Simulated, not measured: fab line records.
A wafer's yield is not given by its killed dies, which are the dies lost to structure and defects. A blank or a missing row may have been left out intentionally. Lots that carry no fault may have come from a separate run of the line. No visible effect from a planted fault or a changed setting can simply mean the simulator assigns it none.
Chamber matching    flow n5Finfet    N5_BEOL_M10_STRIP_36 on rieDiel-05 has 4 sister chambers
The step strips in N2/H2. 14 wafers are shown with their chamber, then 7 later ones without.

== EACH WAFER AND ITS CHAMBER ==
wafer   chamber  throttleValvePct (%)  drypumpMotorCurrentA (A)  showerheadPlenumPTorr (Torr)
L074.1  1        23.30                 6.2                       2.46
L074.4  0        23.58                 5.3                       2.56
L074.6  2        23.77                 5.6                       2.63
L081.1  1        23.31                 6.2                       2.46
L081.2  2        23.83                 5.6                       2.62
L081.6  0        23.59                 5.3                       2.56
L082.1  2        23.82                 5.6                       2.62
L082.3  0        23.58                 5.4                       2.55
L082.4  3        23.13                 5.5                       2.46
L087.1  3        23.14                 5.6                       2.46
L087.2  2        23.79                 5.6                       2.61
L087.5  1        23.33                 6.2                       2.45
L092.1  3        23.15                 5.6                       2.45
L092.2  1        23.34                 6.2                       2.45

SIGNATURES (averages over the wafers above)
reading                chamber 0  chamber 1  chamber 2  chamber 3  scatter within a chamber
throttleValvePct       23.5833    23.3200    23.8025    23.1400    0.0188
drypumpMotorCurrentA   5.333      6.200      5.600      5.567      0.0365
showerheadPlenumPTorr  2.5567     2.4550     2.6200     2.4567     0.00658
Rule: distance of a wafer from a chamber = root of the sum over the readings of ((wafer's reading minus chamber's mean) / reading's scatter) squared. The wafer belongs to the nearest chamber; if the next one is less than 2 further off, it can't be placed. How the scatter is found: for the shown wafers, subtract from each reading the mean of its chamber, square and add these, divide the total by (wafers less chambers), then take the root.

== WAFERS MISSING THEIR CHAMBER ==
wafer   throttleValvePct (%)  drypumpMotorCurrentA (A)  showerheadPlenumPTorr (Torr)
L092.4  23.50                 5.7                       2.61
L095.2  23.49                 5.7                       2.61
L095.5  23.53                 5.6                       2.61
L095.6  23.36                 6.2                       2.45
L094.1  23.66                 5.3                       2.54
L094.3  23.52                 5.6                       2.61
L094.4  23.63                 5.3                       2.55

== CHAMBER TAKEN BY EACH ==
wafer    from the rows above   in truth
L092.4   0                     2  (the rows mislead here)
L095.2   0                     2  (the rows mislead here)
L095.5   0                     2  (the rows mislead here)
L095.6   1                     1
L094.1   0                     0
L094.3   0                     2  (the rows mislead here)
L094.4   0                     0
Correctly placed: 3 of 7. Can't be placed from these rows: 0. Placed wrongly: 4.
